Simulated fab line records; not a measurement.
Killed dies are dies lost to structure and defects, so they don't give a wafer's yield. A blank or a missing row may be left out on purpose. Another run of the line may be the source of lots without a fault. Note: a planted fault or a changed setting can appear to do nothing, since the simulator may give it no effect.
fab line records	flow nand_harc
[record] lots = 10	wafers = 30	last_day = 34
route steps=1302 shown A_ONON_D2@567 A_CHANNEL_HOLE_D2@579 END@1302
lots that met no fault: from a run of the same line without faults
start_h: hours from the record's first day to the start of the lot's first wafer shown	wait_h: hours from the lot's prior step to this one	" repeats the value in the row above	L1.1+2: a row that stands for several wafers	- no value, or no start was given	* or withheld: withheld	< > ~ a bound
route shown NAME@n: NAME is a module with steps in the file, n the number in the route of the first one	usual: mean and standard deviation over wafers with no fault	same: alike in all rows	chamber/n: place in a boat	sites: readings site by site	_std_site: how widely they spread, as a standard deviation	_edge_site: mean of outer sites minus mean of inner sites	radius_mm: how far each site lies from the wafer's centre	mask NAME#n: copy n	behind: the tool/chamber that last shaped the wafer	hold: why the lot was held/for how many hours/how that ended	device: names the non-switching transistor (n, p or np)	end of line: the same wafers' tests at the end of the route	for a step that has no rows: nothing shown but its recipe	killed: at the first sort, the dies lost to defects and structure; wafer yield is something else	map: a wafer's dies, marking killed ones x, the rest . and places with no die _
set.NAME: the setting that was run; set.NAME@STEP: the one run at that earlier step	model.NAME: the simulator's own value behind a step, which no gauge read
one table for each step of the route and one row for each wafer, over a sample of lots
services: the hour from which a tool's chamber was out of use, counted from the record's first day as start_h (under 0 if before that day), plus the number of hours and why
[[steps]]
[step NHARC_A_ONON_D2_THK_MEAS_34]
[recipe] thk_meas_gauge = ellipsometry
[usual] thk_nm = 200.6/2.5
lot.wafer	tool	chamber	start_h	wait_h	thk_nm
L553.2	film_metro-01	-	297.82	-	196.7
L553.3	"	-	"	"	198.3
L553.6	"	-	"	"	201.9
L555.2	film_metro-01	-	307.74	-	197.4
L555.3	"	-	"	"	196.2
L555.4	"	-	"	"	199.5
L562.2	film_metro-02	-	371.94	-	198.5
L562.4	"	-	"	"	205.2
L562.5	"	-	"	"	201.0
L566.3	film_metro-02	-	416.04	-	201.5
L566.4	"	-	"	"	202.4
L566.6	"	-	"	"	204.7
L568.1	film_metro-02	-	436.18	-	200.3
L568.2	"	-	"	"	199.2
L568.6	"	-	"	"	203.1
L569.2	film_metro-02	-	447.54	-	201.6
L569.3	"	-	"	"	198.1
L569.5	"	-	"	"	202.4
L572.4	film_metro-01	-	478.24	-	202.8
L572.5	"	-	"	"	203.2
L572.6	"	-	"	"	202.6
L571.4	film_metro-02	-	478.25	-	200.3
L571.5	"	-	"	"	200.2
L571.6	"	-	"	"	205.5
L573.1	film_metro-01	-	496.48	-	197.0
L573.2	"	-	"	"	198.1
L573.4	"	-	"	"	196.6
L574.2	film_metro-01	-	506.54	-	198.7
L574.5	"	-	"	"	201.0
L574.6	"	-	"	"	202.1
[step NHARC_A_CHANNEL_HOLE_D2_EXPOSE_07]
[recipe] na = 1.35	target_cd_nm = 100	sigma_outer = 0.3	dose_mj = 59.65	mask_id = HOLE_D2
[usual] exposure_dose_mJ_cm2 = 59.80/0.27	reticle_temp_C = 23.01/0.11
lot.wafer	tool	chamber	start_h	wait_h	mask	exposure_dose_mJ_cm2	reticle_temp_C
L553.2	arfi_scanner-02	0	305.03	-	HOLE_D2#0	59.55	22.80
L553.3	"	0	"	"	HOLE_D2#0	59.65	22.89
L553.6	"	0	"	"	HOLE_D2#0	59.70	23.01
L555.2	arfi_scanner-02	0	310.25	-	HOLE_D2#0	59.77	22.89
L555.3	"	0	"	"	HOLE_D2#0	59.75	23.04
L555.4	"	0	"	"	HOLE_D2#0	59.68	22.90
L562.2	arfi_scanner-03	0	376.62	-	HOLE_D2#0	59.58	22.92
L562.4	"	0	"	"	HOLE_D2#0	59.65	22.89
L562.5	"	0	"	"	HOLE_D2#0	59.59	22.97
L566.3	arfi_scanner-02	0	418.99	-	HOLE_D2#0	59.64	22.98
L566.4	"	0	"	"	HOLE_D2#0	59.72	23.14
L566.6	"	0	"	"	HOLE_D2#0	59.63	23.22
L568.1	arfi_scanner-03	0	440.45	-	HOLE_D2#0	59.69	22.93
L568.2	"	0	"	"	HOLE_D2#0	59.62	23.06
L568.6	"	0	"	"	HOLE_D2#0	59.56	23.02
L569.2	arfi_scanner-02	0	450.20	-	HOLE_D2#0	40.21	23.09
L569.3	"	0	"	"	HOLE_D2#0	40.20	23.09
L569.5	"	0	"	"	HOLE_D2#0	40.15	23.07
L572.4	arfi_scanner-03	0	480.86	-	HOLE_D2#0	59.62	23.00
L572.5	"	0	"	"	HOLE_D2#0	59.55	22.96
L572.6	"	0	"	"	HOLE_D2#0	59.60	23.09
L571.4	arfi_scanner-02	0	481.27	-	HOLE_D2#0	44.04	22.98
L571.5	"	0	"	"	HOLE_D2#0	44.04	23.01
L571.6	"	0	"	"	HOLE_D2#0	44.20	23.08
L573.1	arfi_scanner-01	0	499.12	-	HOLE_D2#0	60.19	23.14
L573.2	"	0	"	"	HOLE_D2#0	60.20	23.21
L573.4	"	0	"	"	HOLE_D2#0	60.27	23.13
L574.2	arfi_scanner-01	0	509.03	-	HOLE_D2#0	60.12	23.07
L574.5	"	0	"	"	HOLE_D2#0	60.06	23.11
L574.6	"	0	"	"	HOLE_D2#0	60.14	23.18
[step NHARC_A_CHANNEL_HOLE_D2_CD_MEAS_10]
[recipe] target_cd_nm = 100	landing_energy_ev = 500
[usual] cd_nm = 100.0/0.46
lot.wafer	tool	chamber	start_h	wait_h	hold	cd_nm
L553.2	cd_sem-01	0	305.18	-	-	100.3
L553.3	"	0	"	"	-	100.7
L553.6	"	0	"	"	-	100.6
L555.2	cd_sem-01	0	310.39	-	-	99.1
L555.3	"	0	"	"	-	100.2
L555.4	"	0	"	"	-	99.6
L562.2	cd_sem-03	0	376.75	-	-	100.3
L562.4	"	0	"	"	-	100.5
L562.5	"	0	"	"	-	100.6
L566.3	cd_sem-02	0	419.13	-	-	100.1
L566.4	"	0	"	"	-	100.4
L566.6	"	0	"	"	-	100.0
L568.1	cd_sem-03	0	440.59	-	-	99.6
L568.2	"	0	"	"	-	99.3
L568.6	"	0	"	"	-	100.0
L569.2	cd_sem-02	0	450.33	-	await_dispo/0.2h/release	81.6
L569.3	"	0	"	"	await_dispo/0.2h/release	81.0
L569.5	"	0	"	"	await_dispo/0.2h/release	80.5
L569.2	cd_sem-02	0	-	-	-	81.4
L569.3	"	0	"	"	-	81.2
L569.5	"	0	"	"	-	80.6
L572.4	cd_sem-01	0	481.00	-	-	100.0
L572.5	"	0	"	"	-	100.2
L572.6	"	0	"	"	-	99.7
L571.4	cd_sem-01	0	481.41	-	await_dispo/0.2h/release	85.1
L571.5	"	0	"	"	await_dispo/0.2h/release	84.9
L571.6	"	0	"	"	await_dispo/0.2h/release	85.6
L571.4	cd_sem-01	0	-	-	-	85.0
L571.5	"	0	"	"	-	85.4
L571.6	"	0	"	"	-	85.9
L573.1	cd_sem-01	0	499.26	-	-	100.1
L573.2	"	0	"	"	-	100.5
L573.4	"	0	"	"	-	99.5
L574.2	cd_sem-01	0	509.17	-	-	100.6
L574.5	"	0	"	"	-	100.7
L574.6	"	0	"	"	-	99.9
[step NHARC_A_CHANNEL_HOLE_D2_INSPECT_12]
[usual] raw_defect_count = 36/23
lot.wafer	tool	chamber	start_h	wait_h	raw_defect_count
L553.2	defect_inspect-02	-	305.30	0.0	50
L553.3	"	-	"	"	61
L553.6	"	-	"	"	33
L555.2	defect_inspect-01	-	310.51	0.0	57
L555.3	"	-	"	"	68
L555.4	"	-	"	"	70
L562.2	defect_inspect-02	-	376.88	0.0	54
L562.4	"	-	"	"	65
L562.5	"	-	"	"	52
L566.3	defect_inspect-02	-	419.25	0.0	50
L566.4	"	-	"	"	68
L566.6	"	-	"	"	45
L568.1	defect_inspect-02	-	440.72	0.0	63
L568.2	"	-	"	"	59
L568.6	"	-	"	"	64
L569.2	defect_inspect-02	-	451.54	0.0	45
L569.3	"	-	"	"	51
L569.5	"	-	"	"	60
L572.4	defect_inspect-01	-	481.12	0.0	55
L572.5	"	-	"	"	56
L572.6	"	-	"	"	51
L571.4	defect_inspect-01	-	497.18	0.0	28
L571.5	"	-	"	"	23
L571.6	"	-	"	"	17
L573.1	defect_inspect-01	-	499.39	0.0	29
L573.2	"	-	"	"	17
L573.4	"	-	"	"	20
L574.2	defect_inspect-01	-	509.29	0.0	4
L574.5	"	-	"	"	3
L574.6	"	-	"	"	3
[step NHARC_A_CHANNEL_HOLE_D2_CD_MEAS_18]
[usual] cd_nm = 98.8/1.6
lot.wafer	tool	chamber	start_h	wait_h	hold	cd_nm
L553.2	cd_sem-03	-	306.46	-	-	98.0
L553.3	"	-	"	"	-	97.2
L553.6	"	-	"	"	-	97.7
L555.2	cd_sem-01	-	311.68	-	-	98.6
L555.3	"	-	"	"	-	101.6
L555.4	"	-	"	"	-	100.6
L562.2	cd_sem-01	-	378.05	-	-	99.1
L562.4	"	-	"	"	-	97.5
L562.5	"	-	"	"	-	99.0
L566.3	cd_sem-03	-	420.72	-	-	97.8
L566.4	"	-	"	"	-	99.5
L566.6	"	-	"	"	-	98.9
L568.1	cd_sem-02	-	441.88	-	-	97.5
L568.2	"	-	"	"	-	99.2
L568.6	"	-	"	"	-	101.1
L569.2	cd_sem-01	-	452.71	-	await_dispo/0.2h/release	79.3
L569.3	"	-	"	"	await_dispo/0.2h/release	77.6
L569.5	"	-	"	"	await_dispo/0.2h/release	78.3
L569.2	cd_sem-01	-	452.90	0.2	-	79.2
L569.3	"	-	"	"	-	77.3
L569.5	"	-	"	"	-	78.3
L572.4	cd_sem-02	-	482.30	-	-	101.1
L572.5	"	-	"	"	-	99.8
L572.6	"	-	"	"	-	97.9
L571.4	cd_sem-01	-	498.35	-	await_dispo/0.2h/release	82.6
L571.5	"	-	"	"	await_dispo/0.2h/release	84.2
L571.6	"	-	"	"	await_dispo/0.2h/release	84.2
L571.4	cd_sem-01	-	498.53	0.2	-	82.7
L571.5	"	-	"	"	-	84.3
L571.6	"	-	"	"	-	84.2
L573.1	cd_sem-01	-	500.55	-	-	98.8
L573.2	"	-	"	"	-	102.1
L573.4	"	-	"	"	-	98.7
L574.2	cd_sem-03	-	510.47	-	-	100.4
L574.5	"	-	"	"	-	100.5
L574.6	"	-	"	"	-	103.1
[step NHARC_A_CHANNEL_HOLE_D2_ETCH_23]
[recipe] bias_v = 5000	source_w = withheld	pressure_mtorr = 20	time_s = 819	ar_flow_sccm = 375	c4f8_flow_sccm = 89.3	o2_flow_sccm = 35.7	temp_c = -20	target_depth_a = 16000	chemistry = C4F8/O2/Ar
[usual] drypump_motor_current_A = 5.6/0.63	showerhead_plenum_p_Torr = 3.68/0.16	throttle_valve_pct = 32.156/0.009
lot.wafer	tool	chamber	start_h	wait_h	drypump_motor_current_A	rf_hours_counter_h	showerhead_plenum_p_Torr	throttle_valve_pct
L553.2	har_etch-01	0	311.78	0.5	5.3	161	3.68	32.140
L553.3	"	1	"	"	6.0	-	3.54	32.147
L553.6	"	1	"	"	6.0	-	3.54	32.146
L555.2	har_etch-01	0	315.92	0.5	5.3	165	3.68	32.172
L555.3	"	0	"	"	5.3	-	3.68	32.163
L555.4	"	1	"	"	6.0	-	3.53	32.149
L562.2	har_etch-01	0	380.25	0.5	5.3	214	3.65	32.164
L562.4	"	1	"	"	6.0	-	3.51	32.155
L562.5	"	1	"	"	6.0	-	3.51	32.160
L566.4	har_etch-01	0	422.45	0.5	5.3	-	3.64	32.165
L566.3	"	1	"	"	6.0	-	3.49	32.141
L566.6	"	1	"	"	6.0	-	3.49	32.173
L568.2	har_etch-01	1	445.42	0.5	6.0	248	3.49	32.155
L568.1	"	0	"	"	5.3	248	3.63	32.149
L568.6	"	1	"	"	6.0	-	3.49	32.172
L569.2	har_etch-02	1	457.32	0.5	6.5	28	3.92	32.160
L569.3	"	0	"	"	4.8	-	3.92	32.161
L569.5	"	1	"	"	6.5	-	3.92	32.169
L572.4	har_etch-01	1	486.35	0.5	6.0	-	3.48	32.152
L572.6	"	0	"	"	5.3	-	3.62	32.170
L572.5	"	1	"	"	6.0	-	3.48	32.152
L573.1	har_etch-02	0	502.05	0.5	4.8	63	3.90	32.163
L573.2	"	1	"	"	6.5	63	3.90	32.156
L573.4	"	0	"	"	4.8	-	3.90	32.170
L571.4	har_etch-02	0	506.13	0.5	4.8	-	3.90	32.139
L571.5	"	0	"	"	4.8	-	3.90	32.159
L571.6	"	1	"	"	6.5	-	3.90	32.152
L574.2	har_etch-02	1	512.09	0.5	6.5	67	3.90	32.150
L574.5	"	0	"	"	4.8	-	3.90	32.144
L574.6	"	1	"	"	6.5	-	3.90	32.155
[step NHARC_A_CHANNEL_HOLE_D2_CD_MEAS_31]
[usual] cd_nm = 89.9/1.1
lot.wafer	tool	chamber	start_h	wait_h	hold	cd_nm
L553.2	cd_sem-02	-	315.85	-	-	90.8
L553.3	"	-	"	"	-	91.7
L553.6	"	-	"	"	-	91.0
L555.2	cd_sem-03	-	320.00	-	-	88.4
L555.3	"	-	"	"	-	89.9
L555.4	"	-	"	"	-	90.5
L562.2	cd_sem-03	-	384.23	-	-	88.6
L562.4	"	-	"	"	-	90.7
L562.5	"	-	"	"	-	89.6
L566.3	cd_sem-03	-	426.30	-	-	89.5
L566.4	"	-	"	"	-	90.5
L566.6	"	-	"	"	-	90.2
L568.1	cd_sem-02	-	449.52	-	-	89.8
L568.2	"	-	"	"	-	88.7
L568.6	"	-	"	"	-	90.5
L569.2	cd_sem-01	-	461.57	-	await_dispo/0.2h/release	71.2
L569.3	"	-	"	"	await_dispo/0.2h/release	70.7
L569.5	"	-	"	"	await_dispo/0.2h/release	71.0
L569.2	cd_sem-01	-	461.79	0.2	-	71.4
L569.3	"	-	"	"	-	70.8
L569.5	"	-	"	"	-	70.6
L572.4	cd_sem-01	-	490.09	-	-	89.1
L572.5	"	-	"	"	-	88.4
L572.6	"	-	"	"	-	90.0
L573.1	cd_sem-03	-	506.12	-	-	90.7
L573.2	"	-	"	"	-	91.7
L573.4	"	-	"	"	-	89.6
L571.4	cd_sem-01	-	509.98	-	await_dispo/0.2h/release	74.9
L571.5	"	-	"	"	await_dispo/0.2h/release	74.7
L571.6	"	-	"	"	await_dispo/0.2h/release	75.3
L571.4	cd_sem-01	-	510.16	0.2	-	74.8
L571.5	"	-	"	"	-	74.8
L571.6	"	-	"	"	-	75.4
L574.2	cd_sem-01	-	516.05	-	-	92.1
L574.5	"	-	"	"	-	90.9
L574.6	"	-	"	"	-	91.4
[step NHARC_A_CHANNEL_HOLE_D2_XSEM_32]
[recipe] landing_energy_ev = 35000
[usual] bot_cd_nm = 74.4/1.2	bow_nm = 8.67/0.24	tilt_deg = 0.08/0.042
lot.wafer	tool	chamber	start_h	wait_h	hold	bot_cd_nm	bow_nm	tilt_deg
L553.2	xsem-02	0	315.95	0.1	-	75.3	8.80	0.00
L553.3	"	0	"	"	-	75.6	8.78	0.00
L553.6	"	0	"	"	-	75.1	8.70	0.00
L555.2	xsem-01	0	320.09	0.1	-	73.0	9.14	0.09
L555.3	"	0	"	"	-	74.5	9.19	0.09
L555.4	"	0	"	"	-	75.1	9.14	0.09
L562.2	xsem-02	0	384.33	0.1	-	73.6	8.31	0.09
L562.4	"	0	"	"	-	75.5	8.35	0.09
L562.5	"	0	"	"	-	74.3	8.39	0.09
L566.3	xsem-02	0	426.39	0.1	-	72.7	8.62	0.12
L566.4	"	0	"	"	-	74.6	8.66	0.12
L566.6	"	0	"	"	-	73.5	8.71	0.12
L568.1	xsem-02	0	449.61	0.1	-	74.1	8.57	0.16
L568.2	"	0	"	"	-	73.4	8.72	0.16
L568.6	"	0	"	"	-	75.3	8.61	0.16
L569.2	xsem-01	0	468.76	7.0	await_dispo/6.9h/release	54.9	8.62	0.08
L569.3	"	0	"	"	await_dispo/6.9h/release	54.5	8.73	0.08
L569.5	"	0	"	"	await_dispo/6.9h/release	54.3	8.64	0.08
L572.4	xsem-02	0	490.19	0.1	-	73.9	8.64	0.08
L572.5	"	0	"	"	-	73.5	8.61	0.08
L572.6	"	0	"	"	-	74.1	8.62	0.08
L573.1	xsem-01	0	506.21	0.1	-	74.1	8.49	0.13
L573.2	"	0	"	"	-	75.6	8.49	0.13
L573.4	"	0	"	"	-	73.9	8.55	0.13
L571.4	xsem-01	0	512.70	2.5	await_dispo/2.5h/release	59.7	8.62	0.09
L571.5	"	0	"	"	await_dispo/2.5h/release	59.1	8.60	0.09
L571.6	"	0	"	"	await_dispo/2.5h/release	59.8	8.53	0.09
L574.2	xsem-01	0	516.13	0.1	-	76.7	8.74	0.07
L574.5	"	0	"	"	-	75.2	8.68	0.07
L574.6	"	0	"	"	-	75.4	8.71	0.07
[step NHARC_END_SORT_01]
[recipe] temp_c = 25
[usual] killed_at_array = 58/20	killed_at_other = 0.9/1.4	killed_at_periphery = 4/3.1	killed_dies = 63/20	killed_open = 3.3/1.8	killed_short = 2.4/1.5
[same] gross_dies = 677
lot.wafer	tool	chamber	start_h	wait_h	killed_at_array	killed_at_other	killed_at_periphery	killed_dies	killed_open	killed_short
L569.2	prober-01	0	739.08	2.8	479	0	2	481	3	2
L569.3	prober-01	0	739.86	3.1	460	0	5	465	5	0
L569.5	prober-01	0	741.43	3.6	482	0	5	487	3	1
L572.4	prober-02	0	767.43	3.4	94	2	1	97	3	3
L572.5	prober-02	0	768.24	3.7	76	0	1	77	0	3
L572.6	prober-02	0	769.05	4.0	65	0	3	68	3	3
L571.4	prober-01	0	808.41	3.4	271	0	7	278	3	1
L571.5	prober-01	0	809.21	3.7	179	0	8	187	1	1
L571.6	prober-01	0	810.00	4.0	244	0	8	252	3	1
// killed by level:class
L569.2 A_CHANNEL_HOLE_D2:area_expose=440 A_CHANNEL_HOLE_D1:chamber_film_flake=27 A_STAIRCASE:chamber_film_flake=3 A_WL_FILL:chamber_film_flake=2 A_SLIT:chamber_film_flake=2 P_CONTACT:geometric_particle:open=1 A_DECK1_JOINT:geometric_particle:short=1 A_ONON_D2:geometric_particle:short=1
L569.3 A_CHANNEL_HOLE_D2:area_expose=418 A_CHANNEL_HOLE_D1:chamber_film_flake=33 A_SLIT:chamber_film_flake=3 P_M2:chamber_film_flake=2 A_STAIRCASE:chamber_film_flake=2 P_CONTACT:geometric_particle:open=1 P_M1:geometric_particle:open=1 P_M2:geometric_particle:open=1
L569.5 A_CHANNEL_HOLE_D2:area_expose=424 A_CHANNEL_HOLE_D1:chamber_film_flake=40 A_SLIT:chamber_film_flake=5 A_CONTACT:chamber_film_flake=5 A_CONTACT:geometric_particle:open=2 P_M2:chamber_film_flake=2 A_STAIRCASE:chamber_film_flake=2 P_M0:geometric_particle:open=1
L572.4 A_CHANNEL_HOLE_D1:chamber_film_flake=35 A_CHANNEL_HOLE_D2:chamber_film_flake=30 A_SLIT:chamber_film_flake=9 A_CONTACT:chamber_film_flake=6 A_BONDPAD:chamber_film_flake=6 A_CHANNEL_FILL_D1:chamber_film_flake=3 A_DECK1_JOINT:geometric_particle:open=1 A_DECK1_JOINT:geometric_particle:short=1
L572.5 A_CHANNEL_HOLE_D2:chamber_film_flake=30 A_CHANNEL_HOLE_D1:chamber_film_flake=27 A_CONTACT:chamber_film_flake=7 A_BONDPAD:chamber_film_flake=6 A_CHANNEL_FILL_D1:geometric_particle:short=3 A_SLIT:chamber_film_flake=3 P_GATE:chamber_film_flake=1
L572.6 A_CHANNEL_HOLE_D1:chamber_film_flake=28 A_CHANNEL_HOLE_D2:chamber_film_flake=14 A_CONTACT:chamber_film_flake=6 A_SLIT:chamber_film_flake=5 A_BONDPAD:chamber_film_flake=4 P_CONTACT:geometric_particle:open=1 P_M0:geometric_particle:short=1 A_BLC:geometric_particle:open=1
L571.4 A_CHANNEL_HOLE_D2:area_expose=215 A_SLIT:chamber_film_flake=25 A_CHANNEL_HOLE_D1:chamber_film_flake=14 A_BONDPAD:chamber_film_flake=5 A_STAIRCASE:chamber_film_flake=4 A_CHANNEL_HOLE_D2:chamber_film_flake=3 P_STI:chamber_film_flake=2 P_GATE:chamber_film_flake=2
L571.5 A_CHANNEL_HOLE_D2:area_expose=136 A_SLIT:chamber_film_flake=26 A_CHANNEL_HOLE_D1:chamber_film_flake=12 P_M0:chamber_film_flake=5 P_STI:geometric_particle:short=1 A_M1:geometric_particle:open=1 P_STI:chamber_film_flake=1 P_GATE:chamber_film_flake=1
L571.6 A_CHANNEL_HOLE_D2:area_expose=212 A_SLIT:chamber_film_flake=19 P_STI:chamber_film_flake=5 A_CHANNEL_HOLE_D1:chamber_film_flake=5 A_CHANNEL_HOLE_D2:chamber_film_flake=3 A_CONTACT:chamber_film_flake=2 P_CONTACT:geometric_particle:open=1 P_M2:geometric_particle:open=1
[[services]]
tool	chamber	start_h	hours	kind
arfi_scanner-03	-	305.93	0.3	repair
har_etch-02	1	310.88	-	consumable_replace:esc
har_etch-02	1	310.88	17.0	scheduled_down
har_etch-02	1	310.88	17.0	vent_cycle
arfi_scanner-02	-	312.00	4.0	pm
arfi_scanner-02	-	323.49	2.1	repair
arfi_scanner-03	-	368.00	4.0	pm
xsem-01	-	374.00	14.0	pm
har_etch-02	-	377.35	17.0	pm
har_etch-02	0	377.35	17.0	vent_cycle
har_etch-02	1	377.35	17.0	vent_cycle
arfi_scanner-02	0	377.49	-	calibration
arfi_scanner-01	-	381.25	0.3	repair
har_etch-02	0	394.35	-	clean
har_etch-02	0	394.35	-	consumable_replace:focus_ring
har_etch-02	0	394.35	-	consumable_replace:showerhead
har_etch-02	1	394.35	-	clean
har_etch-02	1	394.35	-	consumable_replace:showerhead
arfi_scanner-01	-	401.29	1.0	repair
arfi_scanner-01	-	424.00	4.0	pm
arfi_scanner-01	0	432.41	-	calibration
arfi_scanner-03	0	436.36	-	calibration
arfi_scanner-02	-	484.00	4.0	pm
[[key]]
[first_sign] step = NHARC_A_CHANNEL_HOLE_D2_EXPOSE_07	reading = exposure_dose_mJ_cm2	direction = down	sigmas = 66	usual = 59.80	struck = 42.14
[effect] step = NHARC_A_CHANNEL_HOLE_D2_CD_MEAS_10	reading = visit	direction = added	through = control_loop
[effect] step = NHARC_A_CHANNEL_HOLE_D2_CD_MEAS_10	reading = cd_nm	direction = down	sigmas = 37	usual = 100.0	struck = 83.1	through = control_loop
[effect] step = NHARC_A_CHANNEL_HOLE_D2_CD_MEAS_18	reading = visit	direction = added	through = control_loop
[effect] step = NHARC_A_CHANNEL_HOLE_D2_CD_MEAS_18	reading = cd_nm	direction = down	sigmas = 11	usual = 98.8	struck = 81.0	through = control_loop
[effect] step = NHARC_A_CHANNEL_HOLE_D2_CD_MEAS_31	reading = cd_nm	direction = down	sigmas = 16	usual = 89.9	struck = 73.0	through = control_loop
[effect] step = NHARC_A_CHANNEL_HOLE_D2_XSEM_32	reading = bot_cd_nm	direction = down	sigmas = 15	usual = 74.4	struck = 57.1	through = control_loop
[effect] step = NHARC_END_SORT_01	reading = killed_at_array	direction = up	sigmas = 15	usual = 58	struck = 352
[more_kills_born_at] NHARC_A_CHANNEL_HOLE_D2_EXPOSE_07@arfi_scanner-02 = 1845
met_at NHARC_A_CHANNEL_HOLE_D2_EXPOSE_07
struck_lots L569,L571
later_rows_left_out L569.2,L569.3,L569.5
tester_left_out L569,L571
[loop_trim] step = NHARC_A_CHANNEL_HOLE_D2_EXPOSE_07	setting = dose	lots = L571
not_acting_at NHARC_A_ONON_D2_THK_MEAS_34,NHARC_A_CHANNEL_HOLE_D2_INSPECT_12,NHARC_A_CHANNEL_HOLE_D2_ETCH_23
onset_between 418.99 450.20
[fault] kind = process_parameter_drift	tool = arfi_scanner-02	chamber = -	onset_h = 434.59	steps = NHARC_A_CHANNEL_HOLE_D2_EXPOSE_07	channel = dose_mj	offset = -19.471	shape = step	acts_in = these_recipes_only	stated = 59.65
// tester_left_out: of these lots the tester's yield and bins aren't shown, on N5 and GAA mostly nor the transistor test; their killed dies are dies lost to structure and defects alone, not to doping, threshold or leakage, so they don't give the yield
// later_rows_left_out: the simulator's readings of these wafers behind a module that went badly wrong aren't trusted and aren't shown, but for the sort
// loop_trim: a control loop set the setting to another value than it would have without faults
